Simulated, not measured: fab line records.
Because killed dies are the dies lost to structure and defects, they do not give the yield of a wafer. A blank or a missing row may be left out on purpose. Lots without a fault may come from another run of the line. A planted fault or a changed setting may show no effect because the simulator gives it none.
Chamber matching    flow n5 finfet    rie diel-02 running N5_BEOL_M1_STRIP_36: 4 sister chambers
The step strips in N2/H2. 22 wafers are shown with their chamber, then 11 later ones without.

WAFERS WITH THEIR CHAMBER
wafer   chamber  drypump motor current A (A)  showerhead plenum p Torr (Torr)  throttle valve pct (%)
L075.1  3        4.8                          2.47                             23.25
L075.4  2        6.1                          2.58                             23.61
L075.5  1        6.4                          2.71                             23.70
L077.1  0        5.7                          2.56                             23.04
L077.4  3        4.8                          2.48                             23.27
L077.5  3        4.7                          2.47                             23.26
L078.1  1        6.4                          2.71                             23.70
L078.4  0        5.7                          2.56                             23.04
L078.6  0        5.8                          2.56                             23.04
L081.1  2        6.1                          2.58                             23.60
L081.4  0        5.8                          2.56                             23.04
L081.5  2        6.1                          2.58                             23.64
L083.1  2        6.1                          2.58                             23.62
L083.4  1        6.4                          2.70                             23.71
L083.6  0        5.8                          2.56                             23.04
L090.1  1        6.4                          2.69                             23.74
L090.5  2        6.1                          2.57                             23.67
L090.6  3        4.8                          2.46                             23.33
L091.2  2        6.1                          2.57                             23.63
L091.3  0        5.8                          2.55                             23.06
L091.4  3        4.8                          2.46                             23.28
L093.2  1        6.4                          2.69                             23.79

SIGNATURES, as means of the wafers listed above
reading                   chamber 0  chamber 1  chamber 2  chamber 3  scatter within a chamber
drypump motor current A   5.767      6.400      6.100      4.780      0.0344
showerhead plenum p Torr  2.5583     2.7000     2.5767     2.4680     0.00706
throttle valve pct        23.0433    23.7280    23.6283    23.2780    0.0271
Rule: distance of a wafer from a chamber = root of the sum over the readings of ((wafer's reading minus chamber's mean) / reading's scatter) squared. If the next closest chamber is less than 2 further off than the closest, the wafer can't be placed; otherwise it belongs to the closest. The scatter is the square root of a quotient: the sum, over the shown wafers, of each reading's squared deviation from its chamber's mean, divided by wafers minus chambers.

WAFERS WHOSE CHAMBER IS MISSING
wafer   drypump motor current A (A)  showerhead plenum p Torr (Torr)  throttle valve pct (%)
L093.3  4.8                          2.46                             23.31
L093.4  6.1                          2.57                             23.65
L094.2  5.7                          2.55                             23.09
L094.4  6.4                          2.69                             23.78
L094.5  4.8                          2.46                             23.33
L096.2  5.8                          2.55                             23.06
L096.4  6.1                          2.56                             23.68
L096.6  6.1                          2.56                             23.66
L097.1  6.1                          2.56                             23.65
L097.2  6.4                          2.68                             23.75
L097.5  6.4                          2.69                             23.75

THE CHAMBER EACH PASSED THROUGH
wafer   from the rows above  in truth
L093.3  3                    3
L093.4  2                    2
L094.2  0                    0
L094.4  1                    1
L094.5  3                    3
L096.2  0                    0
L096.4  2                    2
L096.6  2                    2
L097.1  2                    2
L097.2  1                    1
L097.5  1                    1
Placed correctly: 11 of 11. Can't be placed from these rows: 0. Number placed wrongly: 0.
